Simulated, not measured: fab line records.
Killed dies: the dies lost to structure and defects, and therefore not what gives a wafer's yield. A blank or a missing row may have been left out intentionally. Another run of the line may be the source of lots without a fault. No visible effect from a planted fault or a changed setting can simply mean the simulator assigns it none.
Matching of chambers + flow n5Finfet + rieDiel-01 running N5_BEOL_M8_ETCH_72: 4 sister chambers
The step etches underlayer in N2/H2, target depth 6.5 nm, time 5.2 s. 8 wafers are shown with their chamber, then 9 later ones without.

== EACH WAFER AND ITS CHAMBER ==
| wafer  | chamber | drypumpMotorCurrentA (A) | showerheadPlenumPTorr (Torr) |
|--------|---------|--------------------------|------------------------------|
| L078.4 | 1       | 6.1                      | 2.44                         |
| L078.6 | 3       | 6.2                      | 2.67                         |
| L081.2 | 0       | 5.9                      | 2.59                         |
| L081.4 | 1       | 6.1                      | 2.44                         |
| L081.6 | 2       | 5.6                      | 2.69                         |
| L085.1 | 2       | 5.6                      | 2.68                         |
| L085.2 | 0       | 5.9                      | 2.59                         |
| L085.4 | 3       | 6.3                      | 2.66                         |

== WAFERS WITH NO CHAMBER GIVEN ==
| wafer  | drypumpMotorCurrentA (A) | showerheadPlenumPTorr (Torr) |
|--------|--------------------------|------------------------------|
| L089.1 | 6.1                      | 2.43                         |
| L089.4 | 6.0                      | 2.43                         |
| L089.6 | 6.0                      | 2.58                         |
| L091.3 | 6.1                      | 2.43                         |
| L091.4 | 5.6                      | 2.68                         |
| L091.6 | 5.9                      | 2.58                         |
| L097.3 | 6.2                      | 2.65                         |
| L097.4 | 6.1                      | 2.42                         |
| L097.6 | 6.3                      | 2.65                         |

== WHICH CHAMBER EACH WENT THROUGH ==
| wafer  | from the rows above | in truth |
|--------|---------------------|----------|
| L089.1 | 1                   | 1        |
| L089.4 | 1                   | 1        |
| L089.6 | 0                   | 0        |
| L091.3 | 1                   | 1        |
| L091.4 | 2                   | 2        |
| L091.6 | 0                   | 0        |
| L097.3 | 3                   | 3        |
| L097.4 | 1                   | 1        |
| L097.6 | 3                   | 3        |
Correctly placed: 9 of 9. Can't be placed from these rows: 0. Wrongly placed: 0.
How it was worked out, from the rows above alone: a wafer's distance from a chamber is the root of the sum, over the readings, of the square of ((its reading less the chamber's mean) divided by the reading's scatter). The wafer belongs to the nearest chamber; if the next one is less than 2 further off, it can't be placed. The mean given for a chamber averages the wafers shown for that chamber. How the scatter is found: for the shown wafers, subtract from each reading the mean of its chamber, square and add these, divide the total by (wafers less chambers), then take the root.
